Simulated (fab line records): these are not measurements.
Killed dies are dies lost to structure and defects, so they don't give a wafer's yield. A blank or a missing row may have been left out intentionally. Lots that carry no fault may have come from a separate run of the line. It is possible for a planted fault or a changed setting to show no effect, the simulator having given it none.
fab line records	flow nandHarc
record lots=12	wafers=36	lastDay=34
route steps=1302 shown A_STAIRCASE@713 END@1302
lots with no fault: from the same line, run without faults
startH: the number of hours between the record's first day and the start of the first shown wafer of the lot	waitH: time in hours since the lot's previous step	" unchanged from the row above	L1.1+2: a single row standing in for several wafers	- no value present, or no start provided	* or withheld: withheld	< > ~ a bound
route shown NAME@n: names a module that has steps shown in the file, with the first one's number in the route	usual: mean and standard deviation over wafers with no fault	same: alike in all rows	chamber/n: place in a boat	sites: each site's reading	_std_site: the standard deviation of these	_edge_site: inner sites' mean taken away from outer sites' mean	radiusMm: how far each site lies from the wafer's centre	mask NAME#n: copy n	behind: the most recent tool/chamber to have shaped the wafer	hold: the reason the lot was held/the length of the hold in hours/how it ended	device: transistor that didn't switch, given as n, p or np	end of line: tests of these same wafers at the route's end	a step without rows: its recipe alone	killed: dies that structure and defects cost at the first sort, which is not the same as the wafer's yield	map: a wafer's dies, x killed, . not, _ none there
set.NAME: the setting that was run; set.NAME@STEP: the one run at that earlier step	model.NAME: the simulator's own value behind a step, which no gauge read
steps of the route over a sample of lots; a table a step, a row a wafer
services: when a tool's chamber went out of use (startH, in hours from the record's first day, below 0 if earlier), for how many hours, and the reason
## steps
# step NHARC_A_STAIRCASE_ETCH_199
# recipe targetDepthA=1000	timeS=40.5	ionEnergyEv=400	c4f8FlowSccm=20	o2FlowSccm=10	arFlowSccm=withheld	rfW=600	biasW=1000	chemistry=C4F8/O2
# usual biasW=1001/3.3	chamberPressureMTorr=25.000/0.021	oesProductAu=0.946/0.015	rfVppV=897/6.7
lot.wafer	tool	chamber	startH	waitH	biasW	chamberPressureMTorr	oesProductAu	rfHoursCounterH	rfVppV
L866.4	rieDiel-03	3	-	-	1003	25.004	0.943	24	898
L866.1	"	1	"	"	995	25.043	0.942	22	893
L866.6	"	2	"	"	1004	25.059	0.952	-	885
L869.3	rieDiel-03	1	-	-	993	25.018	0.934	37	893
L869.2	"	3	"	"	997	25.013	0.920	39	899
L869.5	"	1	"	"	1000	25.016	0.936	-	892
L871.4	rieDiel-11	3	-	-	999	25.002	0.954	49	900
L871.1	"	0	"	"	1007	25.006	0.975	46	888
L871.2	"	1	"	"	1004	25.030	0.974	51	893
L872.3	rieDiel-04	0	-	-	1002	25.007	0.930	8	906
L872.1	"	2	"	"	1004	25.015	0.929	18	895
L872.5	"	0	"	"	999	24.998	0.937	-	906
L873.2	rieDiel-03	0	-	-	1001	24.963	0.948	47	904
L873.3	"	2	"	"	1004	25.023	0.960	42	887
L873.1	"	3	"	"	1001	24.998	0.945	45	900
L878.2	rieDiel-11	3	-	-	1004	25.005	0.942	5	899
L878.5	"	3	"	"	1004	25.031	0.939	-	900
L878.6	"	0	"	"	1008	25.029	0.939	-	888
L875.2	rieDiel-04	0	-	-	999	24.973	0.946	25	906
L875.6	"	1	"	"	1002	25.008	0.935	-	904
L875.5	"	2	"	"	995	25.016	0.948	-	895
L876.4	rieDiel-11	0	-	-	1005	24.993	0.927	6	886
L876.3	"	2	"	"	1003	25.008	0.965	6	891
L876.5	"	0	"	"	997	25.044	0.933	-	888
L885.2	rieDiel-04	2	-	-	996	25.032	0.955	0	894
L885.1	"	0	"	"	1000	25.011	0.949	0	903
L885.5	"	2	"	"	999	25.002	0.948	-	895
L886.1	rieDiel-03	0	-	-	1002	25.023	0.944	27	904
L886.3	"	1	"	"	999	25.013	0.929	33	891
L886.5	"	0	"	"	1003	24.964	0.940	-	903
L888.1	rieDiel-04	0	-	-	1004	24.989	0.932	8	904
L888.4	"	1	"	"	1003	24.961	0.933	7	904
L888.3	"	3	"	"	1002	24.994	0.941	8	906
L889.2	rieDiel-04	2	-	-	998	25.003	0.960	13	893
L889.5	"	1	"	"	1000	24.961	0.921	-	905
L889.6	"	2	"	"	999	24.960	0.951	-	893
# step NHARC_A_STAIRCASE_TRIM_224
# recipe timeS=211.2	o2FlowSccm=500	arFlowSccm=0	biasW=0	chemistry=O2
# usual drypumpMotorCurrentA=5.7/0.39	oesProductAu=1.001/0.013	rfVppV=57.9/1	showerheadPlenumPTorr=3.55/0.18	throttleValvePct=17.037/0.0093
lot.wafer	tool	chamber	startH	waitH	drypumpMotorCurrentA	oesProductAu	rfHoursCounterH	rfVppV	showerheadPlenumPTorr	throttleValvePct
L866.1	rieDiel-03	1	-	-	5.3	1.003	23	57.9	3.44	17.034
L866.4	"	2	"	"	6.1	0.996	25	56.5	3.29	17.047
L866.6	"	1	"	"	5.3	1.001	-	59.0	3.44	17.037
L869.2	rieDiel-04	1	-	-	6.0	0.981	9	59.1	3.77	17.039
L869.3	"	2	"	"	5.4	0.999	11	56.5	3.51	17.029
L869.5	"	2	"	"	5.4	0.994	-	56.8	3.51	17.034
L871.4	rieDiel-04	2	-	-	5.5	0.997	19	55.8	3.50	17.035
L871.2	"	3	"	"	5.2	0.999	20	57.3	3.31	17.045
L871.1	"	0	"	"	5.5	1.004	8	59.3	3.80	17.026
L872.3	rieDiel-03	0	-	-	5.7	0.997	46	58.1	3.75	17.032
L872.1	"	1	"	"	5.3	0.995	43	56.7	3.43	17.030
L872.5	"	1	"	"	5.3	1.001	-	57.3	3.43	17.040
L873.1	rieDiel-03	3	-	-	6.3	0.990	46	56.8	3.63	17.033
L873.3	"	0	"	"	5.7	0.998	48	57.4	3.75	17.036
L873.2	"	1	"	"	5.3	1.001	44	57.9	3.43	17.044
L878.2	rieDiel-04	0	-	-	5.5	0.986	25	58.2	3.79	17.037
L878.6	"	0	"	"	5.5	1.004	-	59.1	3.79	17.027
L878.5	"	1	"	"	6.0	0.980	-	57.6	3.75	17.063
L875.2	rieDiel-11	3	-	-	5.2	0.997	6	58.7	3.59	17.047
L875.5	"	3	"	"	5.2	1.003	-	59.9	3.60	17.035
L875.6	"	0	"	"	5.5	0.990	-	56.7	3.30	17.043
L876.4	rieDiel-11	2	-	-	5.7	1.006	8	57.3	3.38	17.038
L876.3	"	3	"	"	5.2	0.999	7	57.6	3.60	17.023
L876.5	"	0	"	"	5.5	0.999	-	58.0	3.30	17.030
L885.2	rieDiel-11	3	-	-	5.2	0.994	39	57.6	3.58	17.031
L885.1	"	0	"	"	5.5	0.980	35	57.9	3.29	17.038
L885.5	"	3	"	"	5.1	1.005	-	57.4	3.58	17.032
L886.3	rieDiel-11	0	-	-	5.5	0.998	39	56.1	3.29	17.027
L886.1	"	3	"	"	5.2	1.016	43	58.3	3.58	17.049
L886.5	"	0	"	"	5.5	0.988	-	57.2	3.29	17.035
L888.4	rieDiel-03	0	-	-	5.7	1.013	33	58.5	3.73	17.031
L888.3	"	1	"	"	5.3	0.985	37	58.3	3.40	17.038
L888.1	"	2	"	"	6.1	1.027	39	59.6	3.79	17.057
L889.2	rieDiel-04	1	-	-	6.0	0.984	14	58.0	3.73	17.035
L889.6	"	0	"	"	5.5	0.994	-	57.8	3.77	17.026
L889.5	"	1	"	"	6.1	0.985	-	59.5	3.73	17.045
# step NHARC_A_STAIRCASE_ETCH_232
# recipe targetDepthA=1000	timeS=40.5	ionEnergyEv=400	c4f8FlowSccm=20	o2FlowSccm=10	arFlowSccm=withheld	rfW=600	biasW=1000	chemistry=C4F8/O2
# usual biasW=999.9/2.8	chamberPressureMTorr=24.999/0.022	oesProductAu=0.945/0.014	rfVppV=896/6.7
lot.wafer	tool	chamber	startH	waitH	biasW	chamberPressureMTorr	oesProductAu	rfHoursCounterH	rfVppV
L866.4	rieDiel-11	1	365.68	-	1001.8	25.036	0.942	34	893
L866.1	"	0	"	"	999.7	25.027	0.941	30	888
L866.6	"	1	"	"	1000.8	25.054	0.954	-	893
L869.3	rieDiel-04	1	407.04	-	1002.4	25.006	0.918	10	905
L869.2	"	2	"	"	998.4	25.017	0.934	11	897
L869.5	"	3	"	"	999.6	25.003	0.945	-	889
L871.2	rieDiel-04	2	425.28	-	1000.3	25.019	0.926	20	895
L871.1	"	0	"	"	1004.1	24.985	0.943	9	905
L871.4	"	1	"	"	1006.1	25.005	0.927	18	905
L872.1	rieDiel-11	1	425.63	-	998.6	25.003	0.957	52	891
L872.3	"	2	"	"	1002.3	24.996	0.927	54	891
L872.5	"	1	"	"	996.5	24.950	0.953	-	891
L873.1	rieDiel-04	0	434.09	-	1000.5	24.972	0.950	11	905
L873.2	"	1	"	"	1001.1	25.009	0.946	20	904
L873.3	"	2	"	"	998.1	25.042	0.953	22	895
L878.2	rieDiel-04	1	465.90	-	-	-	-	-	-
L878.5	"	3	"	"	-	-	-	-	-
L878.6	"	0	"	"	-	-	-	-	-
L876.3	rieDiel-11	2	469.48	-	-	-	-	-	-
L876.4	"	3	"	"	-	-	-	-	-
L876.5	"	3	"	"	-	-	-	-	-
L875.2	rieDiel-04	3	471.17	-	996.6	24.980	0.973	42	886
L875.5	"	2	"	"	995.0	24.992	0.938	-	894
L875.6	"	3	"	"	996.6	25.014	0.964	-	888
L885.1	rieDiel-11	1	551.94	-	1006.2	24.987	0.967	37	893
L885.2	"	2	"	"	998.1	24.972	0.922	41	889
L885.5	"	1	"	"	998.6	25.013	0.966	-	891
L886.1	rieDiel-11	0	572.36	-	999.0	24.973	0.935	39	887
L886.3	"	1	"	"	999.7	24.977	0.953	43	890
L886.5	"	0	"	"	1002.1	24.981	0.937	-	886
L888.3	rieDiel-11	0	580.73	-	999.8	25.020	0.921	42	886
L888.1	"	1	"	"	1001.1	24.972	0.948	48	892
L888.4	"	3	"	"	998.0	25.024	0.946	46	899
L889.2	rieDiel-11	3	592.07	-	1001.5	24.993	0.940	50	897
L889.6	"	3	"	"	999.0	24.994	0.936	-	897
L889.5	"	0	"	"	997.0	25.020	0.934	-	887
# step NHARC_A_STAIRCASE_ETCH_253
# recipe targetDepthA=500	timeS=20.2	ionEnergyEv=400	c4f8FlowSccm=20	o2FlowSccm=10	arFlowSccm=withheld	rfW=600	biasW=1000	chemistry=C4F8/O2
# usual biasW=1000/3	chamberPressureMTorr=25.002/0.022	oesProductAu=0.954/0.023	rfVppV=898/6.6
lot.wafer	tool	chamber	startH	waitH	biasW	chamberPressureMTorr	oesProductAu	rfHoursCounterH	rfVppV
L866.4	rieDiel-04	2	367.92	0.1	1002	25.013	0.955	0	894
L866.1	"	3	"	"	999	24.962	0.962	0	889
L866.6	"	3	"	"	1002	24.991	0.959	-	889
L869.3	rieDiel-03	0	409.25	0.1	1010	24.995	0.965	42	904
L869.2	"	1	"	"	998	25.025	0.951	39	892
L869.5	"	2	"	"	1004	25.058	0.980	-	888
L871.2	rieDiel-11	0	427.75	0.1	999	25.027	0.954	48	889
L871.4	"	1	"	"	998	24.985	0.969	53	892
L871.1	"	2	"	"	996	24.981	0.976	54	891
L872.1	rieDiel-04	0	427.91	0.1	991	25.007	0.978	10	906
L872.3	"	1	"	"	1005	25.026	0.962	19	905
L872.5	"	1	"	"	1003	24.959	0.967	-	904
L873.3	rieDiel-04	1	436.32	0.1	1000	24.983	0.940	21	904
L873.1	"	2	"	"	1000	25.000	0.958	23	894
L873.2	"	3	"	"	1003	24.998	0.965	24	886
L878.2	rieDiel-11	3	468.45	0.1	1002	25.004	0.926	7	898
L878.6	"	2	"	"	998	25.001	0.918	-	890
L878.5	"	3	"	"	1003	24.981	0.927	-	897
L876.3	rieDiel-03	1	471.73	0.1	999	25.006	0.956	4	892
L876.4	"	2	"	"	1005	25.001	0.998	4	906
L876.5	"	3	"	"	998	24.980	0.969	-	900
L875.2	rieDiel-03	1	473.67	0.2	998	25.013	0.954	4	892
L875.6	"	2	"	"	997	25.021	0.971	-	908
L875.5	"	3	"	"	1004	25.003	0.929	-	899
L885.2	rieDiel-11	2	554.18	0.1	1004	24.963	0.943	41	890
L885.1	"	1	"	"	1001	25.040	0.962	38	890
L885.5	"	2	"	"	1002	24.995	0.940	-	890
L886.1	rieDiel-04	0	574.69	0.1	999	25.035	0.917	7	905
L886.3	"	2	"	"	1002	24.990	0.940	6	893
L886.5	"	3	"	"	1000	25.013	0.920	-	905
L888.3	rieDiel-03	0	583.15	0.1	999	25.001	0.993	35	902
L888.1	"	1	"	"	1002	24.971	0.976	38	891
L888.4	"	2	"	"	1001	25.004	0.974	40	907
L889.2	rieDiel-04	2	594.20	0.1	1004	25.009	0.932	15	893
L889.6	"	3	"	"	1004	24.992	0.926	-	906
L889.5	"	0	"	"	1000	24.979	0.937	-	904
# step NHARC_END_SORT_01
# recipe tempC=25
# usual killedAtArray=55/19	killedAtOther=0.9/1.4	killedAtPeriphery=3.8/2.9	killedDies=60/19	killedOpen=3.3/1.8	killedShort=2.6/1.6
# same grossDies=677
lot.wafer	tool	chamber	startH	waitH	killedAtArray	killedAtOther	killedAtPeriphery	killedDies	killedOpen	killedShort
L878.2	prober-02	0	668.71	2.8	667	0	10	677	3	4
L878.5	prober-02	0	671.09	3.7	668	0	9	677	2	5
L878.6	prober-02	0	671.88	4.0	670	1	6	677	5	2
L876.3	prober-01	0	689.01	3.1	676	0	1	677	2	3
L876.4	prober-01	0	689.80	3.4	672	0	5	677	2	2
L876.5	prober-01	0	690.60	3.7	674	0	3	677	8	0
# killed by level:class
L878.2 A_STAIRCASE:areaEtch=628 A_CHANNEL_HOLE_D2:chamberFilmFlake=12 A_SLIT:chamberFilmFlake=6 P_BONDPAD:chamberFilmFlake=5 A_CHANNEL_HOLE_D1:chamberFilmFlake=5 A_CONTACT:chamberFilmFlake=5 A_ONON_D1:geometricParticle:short=2 P_ZERO_WELL:chamberFilmFlake=2
L878.5 A_STAIRCASE:areaEtch=636 A_CHANNEL_HOLE_D2:chamberFilmFlake=14 P_GATE:chamberFilmFlake=5 A_CHANNEL_HOLE_D1:chamberFilmFlake=4 A_CONTACT:chamberFilmFlake=3 A_CHANNEL_FILL_D1:geometricParticle:short=2 P_M2:chamberFilmFlake=2 A_STAIRCASE:chamberFilmFlake=2
L878.6 A_STAIRCASE:areaEtch=637 A_CHANNEL_HOLE_D2:chamberFilmFlake=13 P_BONDPAD:chamberFilmFlake=5 A_CHANNEL_HOLE_D1:chamberFilmFlake=5 A_CONTACT:chamberFilmFlake=4 A_SLIT:chamberFilmFlake=3 P_M0:geometricParticle:open=1 A_ONON_D1:geometricParticle:open=1
L876.3 A_STAIRCASE:areaEtch=626 A_SLIT:chamberFilmFlake=35 A_CHANNEL_HOLE_D1:chamberFilmFlake=6 A_STAIRCASE:chamberFilmFlake=2 P_M0:geometricParticle:open=1 A_ONON_D1:geometricParticle:open=1 A_CHANNEL_FILL_D1:geometricParticle:short=1 A_DECK1_JOINT:geometricParticle:short=1
L876.4 A_STAIRCASE:areaEtch=642 A_SLIT:chamberFilmFlake=21 A_STAIRCASE:chamberFilmFlake=4 A_CHANNEL_HOLE_D1:chamberFilmFlake=3 P_CONTACT:geometricParticle:open=2 P_GATE:chamberFilmFlake=2 P_CONTACT:geometricParticle:short=1 A_SGD_CUT:geometricParticle:short=1
L876.5 A_STAIRCASE:areaEtch=630 A_SLIT:chamberFilmFlake=28 A_CHANNEL_HOLE_D1:chamberFilmFlake=5 A_STAIRCASE:chamberFilmFlake=4 P_CONTACT:geometricParticle:open=1 P_M0:geometricParticle:open=1 A_ONON_D1:geometricParticle:open=1 A_DECK1_JOINT:geometricParticle:open=1
## services
tool	chamber	startH	hours	kind
rieDiel-04	0	338.57	-	clean
rieDiel-04	1	338.57	-	clean
rieDiel-04	2	338.57	-	clean
rieDiel-04	3	338.57	-	clean
rieDiel-04	2	351.08	3.3	repair
rieDiel-04	-	358.76	9.0	pm
rieDiel-04	0	358.76	9.0	ventCycle
rieDiel-04	1	358.76	9.0	ventCycle
rieDiel-04	2	358.76	9.0	ventCycle
rieDiel-04	3	358.76	9.0	ventCycle
rieDiel-04	0	367.76	-	clean
rieDiel-04	0	367.76	-	consumableReplace:focusRing
rieDiel-04	0	367.76	-	consumableReplace:showerhead
rieDiel-04	1	367.76	-	clean
rieDiel-04	2	367.76	-	clean
rieDiel-04	3	367.76	-	clean
rieDiel-03	-	368.51	0.6	repair
rieDiel-04	0	392.26	-	clean
rieDiel-04	0	393.17	26.6	repair
rieDiel-11	-	434.79	9.0	pm
rieDiel-03	-	458.59	9.0	pm
rieDiel-03	2	517.55	7.5	repair
rieDiel-04	-	535.82	9.0	pm
rieDiel-03	3	546.16	10.6	repair
## key
firstSign step=NHARC_A_STAIRCASE_ETCH_232	reading=toolRecord	direction=missing
effect step=NHARC_END_SORT_01	reading=killedDies	direction=up	sigmas=33	usual=60	struck=677
moreKillsBornAt NHARC_A_STAIRCASE_ETCH_232@rieDiel-04=1899	NHARC_A_STAIRCASE_ETCH_232@rieDiel-11=1898
metAt NHARC_A_STAIRCASE_ETCH_232
struckLots L876,L878
laterRowsLeftOut L876.3,L876.4,L876.5,L878.2,L878.5,L878.6
testerLeftOut L876,L878
notActingAt NHARC_A_STAIRCASE_ETCH_199,NHARC_A_STAIRCASE_TRIM_224,NHARC_A_STAIRCASE_ETCH_253
onsetBetween 434.09 465.90
fault kind=skippedStepWhole	tool=rieDiel-04,rieDiel-11	chamber=-	onsetH=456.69	steps=NHARC_A_STAIRCASE_ETCH_232	scope=struckLotsOnly
# testerLeftOut: of these lots the tester's yield and bins aren't shown, on N5 and GAA mostly nor the transistor test; their killed dies are dies lost to structure and defects alone, not to doping, threshold or leakage, so they don't give the yield
# laterRowsLeftOut: the simulator's readings of these wafers behind a module that went badly wrong aren't trusted and aren't shown, but for the sort
